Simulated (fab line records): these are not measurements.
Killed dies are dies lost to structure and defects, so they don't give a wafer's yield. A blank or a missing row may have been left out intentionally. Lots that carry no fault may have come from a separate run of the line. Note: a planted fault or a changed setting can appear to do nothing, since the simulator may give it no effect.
Which tool did it? | flow nandHarc | 39 wafers from 13 lots sampled at 5 of the route's 1159 steps

## WHAT EACH GAUGE READ, for each wafer
NHARC_END_SORT_01.
lot  | measured     | on        | killedAtArray | killedAtOther | killedAtPeriphery | killedDies | killedOpen | killedShort
L321 | day 22 14:51 | prober-02 | 73 22 32      | 0 1 0         | 2 2 1             | 75 25 33   | 4 5 7      | 4 1 1

## TOOL THAT RAN EACH LOT (tool first, then ch and the chambers of the sampled wafers, then the start)
lot  | NHARC_A_CONTACT_STRIP_103         | NHARC_A_M1_DEP_33               | NHARC_A_BONDPAD_ETCH_24                      | NHARC_A_BONDPAD_DEGAS_25
L309 | rieDiel-07 ch 0,1,2, day 16 23:52 | pecvd-01 ch 0,2, day 18 01:13   | rieDiel-10 ch 1,2, day 18 04:33 or earlier   | pvdSputter-01, day 18 04:33
L308 | rieDiel-07 ch 0,2,3, day 17 09:38 | pecvd-04 ch 0,2, day 18 08:21   | rieDiel-07 ch 0,1, day 18 11:14 or earlier   | pvdSputter-01, day 18 11:14
L312 | rieDiel-05 ch 0,2,3, day 17 10:40 | pecvd-02 ch 1,2, day 18 08:18   | rieDiel-10 ch 0,2,3, day 18 11:24 or earlier | pvdSputter-03, day 18 11:24
L313 | rieDiel-07 ch 1,3, day 17 18:20   | pecvd-04 ch 1,2, day 18 17:55   | rieDiel-10 ch 0,1,2, day 18 21:02 or earlier | pvdSputter-01, day 18 21:02
L310 | rieDiel-05 ch 0,1,2, day 18 00:23 | pecvd-01 ch 0,1,2, day 18 23:43 | rieDiel-10 ch 0,1,3, day 19 02:27 or earlier | pvdSputter-02, day 19 02:27
L314 | rieDiel-07 ch 0,1,2, day 18 08:35 | pecvd-01 ch 0,1,2, day 19 12:59 | rieDiel-07 ch 1,2,3, day 19 15:47 or earlier | pvdSputter-03, day 19 15:47
L315 | rieDiel-05 ch 1,2, day 18 16:22   | pecvd-02 ch 0,1, day 19 19:06   | rieDiel-05 ch 1,2,3, day 19 21:54 or earlier | pvdSputter-02, day 19 21:54
L316 | rieDiel-13 ch 0,1, day 19 07:02   | pecvd-04 ch 1,2, day 20 11:57   | rieDiel-10 ch 2,3, day 20 14:53              | pvdSputter-02, day 20 15:19
L318 | rieDiel-07 ch 0,1,2, day 20 03:32 | pecvd-02 ch 0,1,2, day 21 02:01 | rieDiel-10 ch 0,2,3, day 21 05:12            | pvdSputter-01, day 21 05:37
L321 | rieDiel-07 ch 0,2,3, day 20 05:35 | pecvd-04 ch 1,2, day 21 04:01   | rieDiel-10 ch 2,3, day 21 06:35              | pvdSputter-03, day 21 07:01
L329 | rieDiel-05 ch 0,1,3, day 22 00:24 | pecvd-02 ch 0,2, day 23 00:07   | rieDiel-05 ch 0,1,2, day 23 02:43            | pvdSputter-02, day 23 03:07
L327 | rieDiel-05 ch 0,1,3, day 22 05:15 | pecvd-04 ch 1,2, day 23 04:37   | rieDiel-07 ch 0,2, day 23 07:34 or earlier   | pvdSputter-02, day 23 07:34
L330 | rieDiel-13 ch 1,2,3, day 22 08:52 | pecvd-04 ch 0,1, day 23 07:58   | rieDiel-05 ch 2,3, day 23 10:50 or earlier   | pvdSputter-02, day 23 10:50
- NHARC_A_CONTACT_STRIP_103: strips in N2/H2.
- NHARC_A_M1_DEP_33: deposits SiCN, target thk 30 nm.
- NHARC_A_BONDPAD_ETCH_24: etches the open film in CF4/N2, target depth 30 nm, time 72.99 s.
- NHARC_A_BONDPAD_DEGAS_25: time 60 s.

## AS READ BY THE TOOLS THEMSELVES (means over the sampled wafers that have a number; for cases with no such wafer, the mark the record gives instead)
NHARC_A_M1_DEP_33.
lot  | tool     | heaterPowerW (W)
L309 | pecvd-01 | 613
L308 | pecvd-04 | 513
L312 | pecvd-02 | 477
L313 | pecvd-04 | 636
L310 | pecvd-01 | 564
L314 | pecvd-01 | 587
L315 | pecvd-02 | 492
L316 | pecvd-04 | 576
L318 | pecvd-02 | 478
L321 | pecvd-04 | 584
L329 | pecvd-02 | 503
L327 | pecvd-04 | 607
L330 | pecvd-04 | 618

NHARC_A_BONDPAD_ETCH_24.
lot  | tool       | drypumpMotorCurrentA (A) | oesProductAu (a.u.) | rfVppV (V) | showerheadPlenumPTorr (Torr) | throttleValvePct (%)
L309 | rieDiel-10 | 5.3                      | 0.996               | 311.7      | 2.49                         | 19.797
L308 | rieDiel-07 | 6.3                      | 0.998               | 314.3      | 2.59                         | 19.793
L312 | rieDiel-10 | 5.6                      | 0.997               | 313.5      | 2.61                         | 19.792
L313 | rieDiel-10 | 5.6                      | 1.003               | 312.4      | 2.54                         | 19.800
L310 | rieDiel-10 | 5.5                      | 1.001               | 315.7      | 2.63                         | 19.806
L314 | rieDiel-07 | 5.9                      | 1.009               | 314.4      | 2.62                         | 19.803
L315 | rieDiel-05 | 5.7                      | 1.000               | 312.9      | 2.59                         | 19.796
L316 | rieDiel-10 | 5.4                      | 0.985               | 314.7      | 2.65                         | 19.792
L318 | rieDiel-10 | 5.6                      | 0.986               | 313.9      | 2.61                         | 19.798
L321 | rieDiel-10 | 5.5                      | 0.995               | 312.7      | 2.55                         | 19.789
L329 | rieDiel-05 | 5.7                      | 1.016               | 313.6      | 2.60                         | 19.789
L327 | rieDiel-07 | 6.2                      | 1.011               | 314.1      | 2.57                         | 19.797
L330 | rieDiel-05 | 5.7                      | 1.020               | 313.6      | 2.55                         | 19.798

NHARC_A_BONDPAD_DEGAS_25.
lot  | tool          | heaterPowerW (W)
L309 | pvdSputter-01 | 428
L308 | pvdSputter-01 | 484
L312 | pvdSputter-03 | 459
L313 | pvdSputter-01 | 455
L310 | pvdSputter-02 | 440
L314 | pvdSputter-03 | 433
L315 | pvdSputter-02 | 466
L316 | pvdSputter-02 | 432
L318 | pvdSputter-01 | 478
L321 | pvdSputter-03 | 424
L329 | pvdSputter-02 | 457
L327 | pvdSputter-02 | 435
L330 | pvdSputter-02 | 453

## THE ANSWER, worked out from the rows above alone
Rule: what is usual is taken from the lots themselves. Put in order of their means at a reading, lots are off if they are a third of the lots or fewer, leave a main group of 4 or more, and stand apart from it by a gap of 3 or more times the standard deviation of the main group's means; of several such gaps the widest counts. A main group whose means are all the same, to the digits that the tables above print for the reading, isn't used. Also off: a lot with no number at a reading for which 4 or more lots have one. The other lots that the step has rows for count as sound. The gauges are gone through in route order, then the tools' own readings, and for those a lot's mean is taken as printed above. The first step at which some lot is off is used, and at that step the reading that is off furthest; a lot without a number counts as furthest.
None of the lots is off at any reading shown; this tells nothing.

## WHAT THE SIMULATOR HAD PUT IN
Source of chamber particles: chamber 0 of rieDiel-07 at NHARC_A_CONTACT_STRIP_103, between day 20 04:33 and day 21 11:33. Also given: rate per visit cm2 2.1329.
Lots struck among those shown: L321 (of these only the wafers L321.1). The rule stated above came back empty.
